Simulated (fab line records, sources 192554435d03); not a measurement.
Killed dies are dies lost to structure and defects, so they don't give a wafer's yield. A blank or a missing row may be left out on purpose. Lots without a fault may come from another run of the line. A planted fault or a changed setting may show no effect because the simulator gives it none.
fab line records | flow n5_finfet
record lots=8 wafers=24 last_day=19
route steps=1938 shown BEOL_M4@1053 PASSIVATION@1936
lots that met no fault: from a run of the same line without faults
start_h: hours from the record's first day to the start of the lot's first wafer shown | wait_h: hours since the lot's step before | " the same as in the row above | L1.1+2: a row that stands for several wafers | - no value, or no start given | * or withheld: withheld | < > ~ a bound
route shown NAME@n: a module of which the file shows steps, and the number in the route of the first | usual: mean/standard deviation of fault-free wafers | same: alike in all rows | chamber/n: place in a boat | sites: the reading at each site | _std_site: their standard deviation | _edge_site: outer sites' mean less inner sites' | radius_mm: how far each site lies from the wafer's centre | mask NAME#n: copy n | behind: the tool/chamber that last shaped the wafer | hold: why the lot was held/for how many hours/how that ended | device: the transistor (n, p or np) that didn't switch | end of line: the same wafers' tests at the end of the route | a step without rows: its recipe alone | killed: dies lost to structure and defects at the first sort, not the wafer's yield | map: a wafer's dies, x killed, . not, _ none there
set.NAME: the setting as run; set.NAME@STEP: as run at that earlier step | model.NAME: the simulator's own value behind a step, which no gauge read
steps of the route over a sample of lots; a table a step, a row a wafer
services: from which hour (start_h, from the record's first day; less than 0 if before it) a tool's chamber was out of use, for how many hours, and why
## steps
# step N5_BEOL_M4_EXPOSE_25
# recipe mask_id=V3 na=0.33 source_shape=quasar sigma_inner=0.2 sigma_outer=0.8 polarization=unpolarized defocus_nm=5 dose_mj=63
# usual exposure_dose_mJ_cm2=62.96/0.065
# columns lot.wafer tool chamber start_h wait_h mask exposure_dose_mJ_cm2
L483.1 euv_scanner-02 0 170.60 - V3#0 62.96
L483.2 " 0 " " V3#0 62.85
L483.5 " 0 " " V3#0 62.92
L484.1 euv_scanner-02 0 171.76 - V3#0 63.01
L484.2 " 0 " " V3#0 62.89
L484.5 " 0 " " V3#0 62.91
L487.1 euv_scanner-01 0 198.49 - V3#0 62.98
L487.2 " 0 " " V3#0 62.99
L487.6 " 0 " " V3#0 62.97
L490.1 euv_scanner-01 0 207.79 - V3#0 63.07
L490.4 " 0 " " V3#0 63.02
L490.6 " 0 " " V3#0 62.96
L491.4 euv_scanner-01 0 213.86 - V3#0 62.92
L491.5 " 0 " " V3#0 62.97
L491.6 " 0 " " V3#0 62.90
L495.1 euv_scanner-01 0 257.40 - V3#0 63.01
L495.3 " 0 " " V3#0 63.01
L495.5 " 0 " " V3#0 62.94
L499.1 euv_scanner-01 0 269.36 - V3#0 63.02
L499.2 " 0 " " V3#0 62.96
L499.6 " 0 " " V3#0 62.98
L504.1 euv_scanner-02 0 314.06 - V3#0 63.02
L504.3 " 0 " " V3#0 62.94
L504.6 " 0 " " V3#0 62.94
# step N5_BEOL_M4_CD_MEAS_28
# recipe target_cd_nm=26.2 landing_energy_ev=500 detector=se_inlens target_cd_y_nm=24.1 polarity=opening
# usual cd_nm=26.17/0.23
# columns lot.wafer tool chamber start_h wait_h cd_nm
L483.1 cd_sem-01 0 170.75 - 25.89
L483.2 " 0 " " 26.36
L483.5 " 0 " " 25.96
L484.1 cd_sem-03 0 171.90 - 26.40
L484.2 " 0 " " 26.39
L484.5 " 0 " " 26.33
L487.1 cd_sem-01 0 198.63 - 26.03
L487.2 " 0 " " 26.38
L487.6 " 0 " " 25.99
L490.1 cd_sem-01 0 207.94 - 26.46
L490.4 " 0 " " 26.47
L490.6 " 0 " " 26.17
L491.4 cd_sem-01 0 213.98 - 26.02
L491.5 " 0 " " 26.55
L491.6 " 0 " " 25.82
L495.1 cd_sem-03 0 257.55 - 26.22
L495.3 " 0 " " 25.99
L495.5 " 0 " " 26.53
L499.1 cd_sem-03 0 269.50 - 26.19
L499.2 " 0 " " 15.44
L499.6 " 0 " " 26.12
L504.1 cd_sem-01 0 314.21 - 26.04
L504.3 " 0 " " 26.11
L504.6 " 0 " " 25.77
# step N5_BEOL_M4_DESCUM_33
# recipe chemistry=O2 time_s=7 source_power_w=50 bias_power_w=20 pressure_mtorr=20 rf_frequency_hz=2.712e+07 temp_c=40 resist=CAR-EUV o2_flow_sccm=225
# usual drypump_motor_current_A=5.7/0.39 oes_product_au=0.80/0.091 rf_vpp_V=243.7/1.4 showerhead_plenum_p_Torr=2.12/0.078 throttle_valve_pct=20.46/0.26
# columns lot.wafer tool chamber start_h wait_h drypump_motor_current_A oes_product_au rf_hours_counter_h rf_vpp_V showerhead_plenum_p_Torr throttle_valve_pct
L483.1 rie_diel-03 2 170.87 0.0 5.2 0.69 249 243.6 2.08 20.87
L483.2 " 1 " " 6.1 0.67 280 243.0 2.06 20.31
L483.5 " 0 " " 6.2 0.71 - 244.3 2.17 20.71
L484.1 rie_diel-01 0 172.03 0.0 5.1 0.79 99 244.4 2.20 20.41
L484.2 " 3 " " 5.7 0.94 7 246.2 2.23 20.67
L484.5 " 0 " " 5.2 0.79 - 245.9 2.20 20.43
L487.1 rie_diel-05 2 198.81 0.1 6.2 0.73 179 244.3 2.18 20.72
L487.2 " 3 " " 6.1 0.73 208 241.6 2.00 20.49
L487.6 " 0 " " 6.1 0.69 - 241.3 1.98 20.37
L490.1 rie_diel-01 1 208.06 0.0 6.1 0.88 48 243.8 2.12 20.12
L490.4 " 3 " " 5.7 0.92 20 244.7 2.23 20.68
L490.6 " 3 " " 5.6 0.91 - 245.0 2.23 20.71
L491.4 rie_diel-01 0 214.10 0.0 5.2 0.79 113 244.6 2.19 20.44
L491.5 " 3 " " 5.7 0.90 - 244.8 2.23 20.70
L491.6 " 2 " " 5.5 0.86 - 242.8 2.13 20.30
L495.1 rie_diel-01 0 257.70 0.1 5.1 0.77 128 245.1 2.19 20.45
L495.3 " 3 " " 5.7 0.88 38 245.0 2.22 20.71
L495.5 " 2 " " 5.5 0.85 - 243.7 2.12 20.32
L499.1 rie_diel-05 3 269.74 0.1 6.1 0.70 241 243.4 1.99 20.52
L499.2 " 0 " " 6.1 0.90 16 244.8 2.23 20.02
L499.6 " 1 " " 5.5 0.97 - 244.6 2.04 20.15
L504.1 rie_diel-01 1 314.33 0.0 6.1 0.83 84 243.5 2.11 20.17
L504.3 " 2 " " 5.5 0.83 89 241.6 2.11 20.36
L504.6 " 2 " " 5.5 0.82 - 242.2 2.11 20.35
# step N5_BEOL_M4_ETCH_77
# recipe chemistry=N2/H2 target=underlayer target_depth_a=65 mask_material=CAR-EUV time_s=5.2 ion_energy_ev=200 pressure_mtorr=30 source_w=840 bias_w=150 n2_flow_sccm=200 h2_flow_sccm=200 ends=cleared
# usual drypump_motor_current_A=5.7/0.39 etch_rf_on_time_s=5.25/0.12 oes_product_au=0.68/0.078 rf_vpp_V=524.9/2.9 showerhead_plenum_p_Torr=2.58/0.1 throttle_valve_pct=17.85/0.21
# columns lot.wafer tool chamber start_h wait_h drypump_motor_current_A etch_rf_on_time_s oes_product_au rf_hours_counter_h rf_vpp_V showerhead_plenum_p_Torr throttle_valve_pct
L483.1 rie_diel-03 2 170.91 0.0 5.2 5.21 0.58 249 521.0 2.49 18.03
L483.2 " 1 " " 6.1 5.36 0.56 280 520.7 2.51 17.86
L483.5 " 0 " " 6.3 5.38 0.58 - 525.9 2.63 18.04
L484.1 rie_diel-01 0 172.06 0.0 5.2 5.38 0.67 99 527.6 2.67 17.75
L484.2 " 3 " " 5.7 5.39 0.78 7 526.8 2.72 18.12
L484.5 " 0 " " 5.2 5.37 0.66 - 525.7 2.67 17.76
L487.1 rie_diel-05 2 198.85 0.0 6.1 5.27 0.62 179 524.4 2.63 18.01
L487.2 " 3 " " 6.1 5.12 0.62 208 519.7 2.41 17.80
L487.6 " 0 " " 6.1 5.17 0.59 - 521.1 2.40 17.85
L490.1 rie_diel-01 1 208.10 0.0 6.1 5.07 0.74 48 525.5 2.59 17.67
L490.4 " 3 " " 5.7 5.36 0.76 20 527.9 2.71 18.11
L490.6 " 3 " " 5.7 5.36 0.77 - 528.4 2.71 18.12
L491.4 rie_diel-01 0 214.14 0.0 5.1 5.41 0.65 113 527.5 2.66 17.78
L491.5 " 3 " " 5.7 5.28 0.75 - 527.5 2.71 18.13
L491.6 " 2 " " 5.5 5.20 0.75 - 525.8 2.59 17.70
L495.1 rie_diel-01 0 257.73 0.0 5.2 5.34 0.64 128 525.6 2.65 17.80
L495.3 " 3 " " 5.7 5.20 0.73 38 528.2 2.71 18.15
L495.5 " 2 " " 5.6 5.18 0.72 - 524.0 2.58 17.78
L499.1 rie_diel-05 3 269.78 0.0 6.1 5.19 0.59 241 518.1 2.39 17.84
L499.2 " 0 " " 6.1 5.06 0.79 16 526.6 2.70 17.47
L499.6 " 1 " " 5.5 5.19 0.81 - 522.0 2.48 17.50
L504.1 rie_diel-01 1 314.37 0.0 6.1 5.09 0.70 84 525.2 2.57 17.70
L504.3 " 2 " " 5.5 5.20 0.70 89 523.2 2.57 17.75
L504.6 " 2 " " 5.5 5.23 0.71 - 525.4 2.57 17.78
# step N5_BEOL_M4_ETCHBACK_99
# recipe chemistry=CHF3 target=SiO2 target_depth_a=50 time_s=10.4 source_w=215 bias_w=47 Ar_flow_sccm=200 CHF3_flow_sccm=12 ion_energy_ev=100 pressure_mtorr=30
# usual CHF3_flow_sccm=12.00/0.036 drypump_motor_current_A=5.7/0.4 oes_product_au=0.81/0.1 rf_vpp_V=241/4.8 showerhead_plenum_p_Torr=2.19/0.086 throttle_valve_pct=17.06/0.28
# columns lot.wafer tool chamber start_h wait_h CHF3_flow_sccm drypump_motor_current_A oes_product_au rf_hours_counter_h rf_vpp_V showerhead_plenum_p_Torr throttle_valve_pct
L483.1 rie_diel-05 0 171.13 0.1 12.01 6.1 0.70 234 232 2.04 17.07
L483.2 " 1 " " 11.98 5.5 0.67 226 236 2.11 17.23
L483.5 " 2 " " 11.96 6.1 0.73 - 247 2.23 17.27
L484.1 rie_diel-01 3 172.35 0.1 11.96 5.7 0.95 8 238 2.30 17.29
L484.2 " 0 " " 11.93 5.1 0.79 99 243 2.25 16.98
L484.5 " 3 " " 12.02 5.7 0.94 - 236 2.30 17.29
L487.1 rie_diel-01 0 200.59 1.6 11.97 5.1 0.78 108 243 2.24 17.00
L487.2 " 2 " " 12.03 5.5 0.87 51 247 2.18 16.84
L487.6 " 1 " " 11.94 6.1 0.88 - 247 2.20 16.84
L490.1 rie_diel-01 0 208.94 0.7 12.05 5.1 0.77 111 245 2.24 17.01
L490.4 " 2 " " 11.96 5.6 0.87 54 248 2.17 16.84
L490.6 " 0 " " 12.05 5.1 0.78 - 245 2.24 17.00
L491.4 rie_diel-03 3 215.69 1.4 12.05 5.1 0.70 - 242 2.04 17.35
L491.5 " 1 " " 12.01 6.1 0.98 - 239 2.11 16.42
L491.6 " 0 " " 11.99 6.2 0.68 - 245 2.22 17.33
L495.1 rie_diel-05 0 260.18 2.3 11.99 6.1 0.93 12 235 2.30 16.64
L495.3 " 3 " " 11.96 6.1 0.70 236 231 2.02 17.05
L495.5 " 2 " " 12.00 6.1 0.70 - 245 2.22 17.34
L499.1 rie_diel-05 2 290.52 20.3 11.95 6.1 0.71 218 245 2.21 17.37
L499.2 " 0 " " 12.00 6.1 0.90 22 236 2.29 16.66
L499.6 " 3 " " 11.98 6.1 0.70 - 231 2.02 17.09
L504.1 rie_diel-05 0 329.39 14.9 12.00 6.1 0.87 39 237 2.29 16.71
L504.3 " 2 " " 11.97 6.1 0.70 235 246 2.21 17.41
L504.6 " 2 " " 12.03 6.1 0.69 - 245 2.21 17.39
# step N5_BEOL_M4_RC_MEAS_101
# usual DIBL_N=36.3/2.2 DIBL_P=36.0/2.4 IOFF_N=0.16/0.042 IOFF_P=0.22/0.041 ION_N=672/14 ION_P=462/7.9 SS_N=71.7/0.76 SS_P=73.3/0.72 VT_N=250/3.6 VT_P=-249/3
# columns lot.wafer tool chamber start_h wait_h DIBL_N[mV/V] DIBL_P[mV/V] IOFF_N[nA/um] IOFF_P[nA/um] ION_N[uA/um] ION_P[uA/um] SS_N[mV/dec] SS_P[mV/dec] VT_N[mV] VT_P[mV]
L483.1 prober-02 0 179.50 0.0 34.8 35.2 0.15 0.20 679 465 70.7 72.5 251 -251
L483.2 " 0 " " 38.0 37.8 0.21 0.26 687 464 72.2 74.1 248 -249
L483.5 " 0 " " 36.3 36.1 0.17 0.22 689 465 71.3 73.2 249 -251
L484.1 prober-01 0 180.50 0.0 34.9 34.5 0.14 0.20 668 463 72.2 73.3 249 -248
L484.2 " 0 " " 34.7 34.2 0.14 0.20 670 463 71.0 73.2 249 -250
L484.5 " 0 " " 34.9 34.7 0.15 0.20 678 467 71.4 73.4 247 -246
L487.1 prober-01 0 205.20 0.0 32.6 30.9 0.10 0.14 651 450 71.1 71.5 256 -253
L487.2 " 0 " " 35.4 35.6 0.16 0.20 671 460 71.6 72.7 248 -250
L487.6 " 0 " " 35.2 34.7 0.14 0.18 661 454 72.3 72.0 248 -250
L490.1 prober-01 0 213.24 0.0 36.6 36.9 0.16 0.21 660 459 71.6 73.5 250 -249
L490.4 " 0 " " 35.3 34.9 0.14 0.18 674 457 71.3 73.5 252 -254
L490.6 " 0 " " 34.7 34.5 0.12 0.17 661 461 71.5 72.8 255 -252
L491.4 prober-02 0 222.45 0.7 37.8 35.5 0.18 0.22 675 464 72.2 73.7 250 -248
L491.5 " 0 " " 39.1 38.1 0.20 0.26 678 465 72.0 73.9 246 -249
L491.6 " 0 " " 39.7 37.4 0.20 0.23 680 461 72.5 73.3 249 -248
L495.1 prober-02 0 265.91 0.0 35.7 37.7 0.15 0.22 674 459 71.7 74.1 252 -250
L495.3 " 0 " " 35.9 38.6 0.17 0.25 675 465 71.6 74.2 249 -247
L495.5 " 0 " " 31.8 33.2 0.11 0.17 653 458 71.1 72.6 253 -253
L499.1 prober-01 0 294.89 0.0 35.3 33.0 0.13 0.18 679 469 70.9 73.2 254 -253
L499.6 " 0 " " 38.4 37.0 0.21 0.25 696 479 71.5 73.8 247 -248
L504.1 prober-02 0 333.91 0.0 36.6 36.4 0.15 0.18 655 445 72.2 73.0 253 -253
L504.3 " 0 " " 34.5 35.3 0.13 0.18 664 459 70.8 72.3 251 -255
L504.6 " 0 " " 33.8 34.7 0.11 0.16 657 453 70.8 72.7 255 -252
# step N5_PASSIVATION_PROBE_49
# usual defect_limited_yield=91.3/1.7 killed_at_M0_to_M3=33/9.9 killed_at_M4_up=14/6.4 killed_at_contacts=12/7 killed_at_front_end=41/13 killed_at_other=3.1/2.9 killed_dies=103/20 killed_on_rim=13/4 killed_open=67/14 killed_short=34/9.4 sort_bin_5_function=5.1/1.1 sort_bin_6_memory=3.2/0.79 sort_bin_8_speed=0.02/0.15 sort_n_pass=1077/21 sort_yield_pct=91.2/1.7
# same gross_dies=1180 killed_at_back_side=0 sort_bin_4_leakage[%]=0
# columns lot.wafer tool chamber start_h wait_h defect_limited_yield[%] killed_at_M0_to_M3 killed_at_M4_up killed_at_contacts killed_at_front_end killed_at_other killed_dies killed_on_rim killed_open killed_short sort_bin_5_function[%] sort_bin_6_memory[%] sort_bin_8_speed[%] sort_n_pass sort_yield_pct[%]
L487.1 prober-01 - 305.67 0.0 87.7 28 33 10 71 3 145 22 85 60 6.8 4.9 0.08 1034 87.6
L487.2 prober-01 - 305.72 0.1 88.6 39 30 13 50 2 134 20 76 49 6.5 3.9 0 1046 88.6
L487.6 prober-01 - 305.92 0.3 89.0 30 26 7 66 1 130 20 81 41 5.8 4.2 0 1050 89.0
L490.1 prober-01 - 319.02 0.0 91.0 30 15 9 51 1 106 16 75 29 4.8 3.7 0 1074 91.0
L490.4 prober-01 - 319.17 0.2 92.1 32 13 3 42 3 93 10 62 31 4.7 3.1 0 1087 92.1
L490.6 prober-01 - 319.27 0.3 92.8 14 16 5 48 2 85 14 55 30 3.9 3.1 0 1095 92.8
L495.1 prober-01 - 362.88 0.0 89.7 39 8 26 44 5 122 10 71 51 5.1 4.8 0 1058 89.7
L495.3 prober-01 - 362.98 0.1 89.7 48 12 7 53 2 122 15 77 44 4.7 4.9 0 1058 89.7
L495.5 prober-01 - 363.08 0.2 87.9 53 14 29 43 4 143 18 91 49 6.9 5.0 0 1037 87.9
L499.1 prober-01 - 402.45 0.0 93.3 34 6 12 24 3 79 14 51 28 3.1 3.4 0 1101 93.3
L499.2 prober-01 - 402.50 0.1 0 19 1132 6 15 8 1180 152 29 25 32.6 1.5 0 0 0
L499.6 prober-01 - 402.70 0.3 93.1 28 9 19 24 1 81 3 59 20 4.3 2.5 0 1099 93.1
# killed by level:class
L487.1 FIN_SAQP:geometric_particle:short=26 BEOL_M4:geometric_particle:open=22 FIN_SAQP:geometric_particle:open=15 MOL_CONTACT_COAG:geometric_particle:open=8 BEOL_M0_SAQP:geometric_particle:open=6 STI_FIN_REVEAL:geometric_particle:open=6 GATE_CUT:geometric_particle:short=6 BEOL_M2:geometric_particle:short=5
L487.2 BEOL_M4:geometric_particle:open=16 BEOL_M0_SAQP:geometric_particle:open=12 MOL_CONTACT_COAG:geometric_particle:open=12 GATE_CUT:geometric_particle:short=11 FIN_SAQP:geometric_particle:short=10 HKMG_FIN:area_etch=9 BEOL_M2:geometric_particle:open=8 BEOL_M0_SAQP:geometric_particle:short=7
L487.6 BEOL_M4:geometric_particle:open=14 FIN_SAQP:geometric_particle:open=12 FIN_SAQP:geometric_particle:short=11 BEOL_M0_SAQP:geometric_particle:open=11 STI_FIN_REVEAL:geometric_particle:open=8 HKMG_FIN:area_etch=8 MOL_CONTACT_COAG:geometric_particle:open=6 DUMMY_GATE:geometric_particle:open=5
L490.1 FIN_SAQP:geometric_particle:short=16 FIN_SAQP:geometric_particle:open=15 BEOL_M1:geometric_particle:open=11 MOL_CONTACT_COAG:geometric_particle:open=7 DUMMY_GATE:geometric_particle:open=4 STARTING-WAFER:geometric_particle:open=4 BEOL_M0_SAQP:geometric_particle:open=4 BEOL_M0:geometric_particle:open=4
L490.4 FIN_SAQP:geometric_particle:open=16 FIN_SAQP:geometric_particle:short=12 BEOL_M2:geometric_particle:open=7 BEOL_M3:geometric_particle:open=7 BEOL_M0_SAQP:geometric_particle:open=6 BEOL_M4:geometric_particle:open=4 GATE_CUT:geometric_particle:short=3 MOL_CONTACT_COAG:geometric_particle:open=3
L490.6 FIN_SAQP:geometric_particle:open=14 FIN_SAQP:geometric_particle:short=10 STI_FIN_REVEAL:geometric_particle:open=6 BEOL_M4:geometric_particle:open=6 BEOL_M5:geometric_particle:open=5 GATE_CUT:geometric_particle:open=4 GATE_CUT:geometric_particle:short=4 MOL_CONTACT_COAG:geometric_particle:open=4
L495.1 MOL_CONTACT_COAG:geometric_particle:open=19 BEOL_M0_SAQP:geometric_particle:short=14 FIN_SAQP:geometric_particle:short=9 STI_FIN_REVEAL:geometric_particle:open=8 BEOL_M0_SAQP:geometric_particle:open=8 FIN_SAQP:geometric_particle:open=7 MOL_CONTACT_COAG:geometric_particle:short=7 BEOL_M3:geometric_particle:open=6
L495.3 BEOL_M3:geometric_particle:open=16 FIN_SAQP:geometric_particle:short=15 STI_FIN_REVEAL:geometric_particle:open=11 FIN_SAQP:geometric_particle:open=9 GATE_CUT:geometric_particle:short=9 BEOL_M0_SAQP:geometric_particle:short=8 BEOL_M4:geometric_particle:open=8 MOL_CONTACT_COAG:geometric_particle:open=7
L495.5 MOL_CONTACT_COAG:geometric_particle:open=24 BEOL_M3:geometric_particle:open=12 BEOL_M2:geometric_particle:open=11 FIN_SAQP:geometric_particle:open=10 FIN_SAQP:geometric_particle:short=9 STI_FIN_REVEAL:geometric_particle:open=9 GATE_CUT:geometric_particle:short=7 BEOL_M0_SAQP:geometric_particle:short=7
L499.1 MOL_CONTACT_COAG:geometric_particle:open=9 GATE_CUT:geometric_particle:short=6 BEOL_M0_SAQP:geometric_particle:open=6 BEOL_M3:geometric_particle:open=6 BEOL_M0_SAQP:geometric_particle:short=5 DUMMY_GATE:geometric_particle:open=4 GATE_CUT:geometric_particle:open=4 BEOL_M0:geometric_particle:open=4
L499.2 BEOL_M4:area_expose=1123 MIM_TOP_ETCH:geometric_particle:short=6 FIN_SAQP:geometric_particle:short=5 MOL_CONTACT_COAG:geometric_particle:open=5 BEOL_M0_SAQP:geometric_particle:short=5 BEOL_M2:geometric_particle:open=4 FIN_SAQP:geometric_particle:open=3 BEOL_M3:geometric_particle:open=3
L499.6 MOL_CONTACT_COAG:geometric_particle:open=17 BEOL_M3:geometric_particle:open=7 BEOL_M0_SAQP:geometric_particle:short=5 DUMMY_GATE:geometric_particle:open=4 GATE_CUT:geometric_particle:short=4 BEOL_M0_SAQP:geometric_particle:open=4 BEOL_M2:geometric_particle:open=4 BEOL_M0:geometric_particle:open=3
## services
# columns tool chamber start_h hours kind
rie_diel-05 0 175.21 1.2 repair
euv_scanner-01 - 176.18 1.0 pm
euv_scanner-02 - 185.55 1.0 pm
rie_diel-01 - 216.73 1.2 repair
rie_diel-05 0 218.65 - clean
rie_diel-05 0 218.65 - consumable_replace:focus_ring
rie_diel-05 0 218.65 - consumable_replace:showerhead
euv_scanner-01 - 218.91 0.8 repair
euv_scanner-01 - 232.33 1.0 pm
rie_diel-05 1 237.91 6.5 repair
euv_scanner-02 - 241.10 12.0 pm
rie_diel-05 1 244.59 - clean
rie_diel-05 1 244.59 - consumable_replace:focus_ring
euv_scanner-01 - 252.45 0.2 repair
euv_scanner-02 - 253.10 1.0 pm
rie_diel-03 0 258.93 7.9 repair
rie_diel-03 1 266.71 8.6 repair
rie_diel-03 1 289.50 8.2 repair
euv_scanner-01 - 292.07 1.0 pm
euv_scanner-02 - 297.85 1.0 pm
euv_scanner-01 - 308.43 4.6 pm
rie_diel-05 1 308.63 4.9 repair
rie_diel-03 2 309.62 9.7 repair
rie_diel-05 1 329.31 1.2 repair
## key
first_sign step=N5_BEOL_M4_CD_MEAS_28 reading=cd_nm direction=down sigmas=47 usual=26.17 struck=15.44
effect step=N5_PASSIVATION_PROBE_49 reading=killed_at_M4_up direction=up sigmas=99+ usual=14 struck=1132
more_kills_born_at N5_BEOL_M4_EXPOSE_25@euv_scanner-01=1123
met_at N5_BEOL_M4_EXPOSE_25
struck_lots L499
struck_wafers L499.2
later_rows_left_out L499.2
not_acting_at N5_BEOL_M4_DESCUM_33,N5_BEOL_M4_ETCH_77,N5_BEOL_M4_ETCHBACK_99
onset_between 257.40 269.36
fault kind=process_parameter_drift tool=euv_scanner-01 chamber=- onset_h=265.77 steps=N5_BEOL_M4_EXPOSE_25 channel=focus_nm offset=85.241 shape=step end_h=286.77 scope=struck_wafers_only
# later_rows_left_out: the simulator's readings of these wafers behind a module that went badly wrong aren't trusted and aren't shown, but for the sort
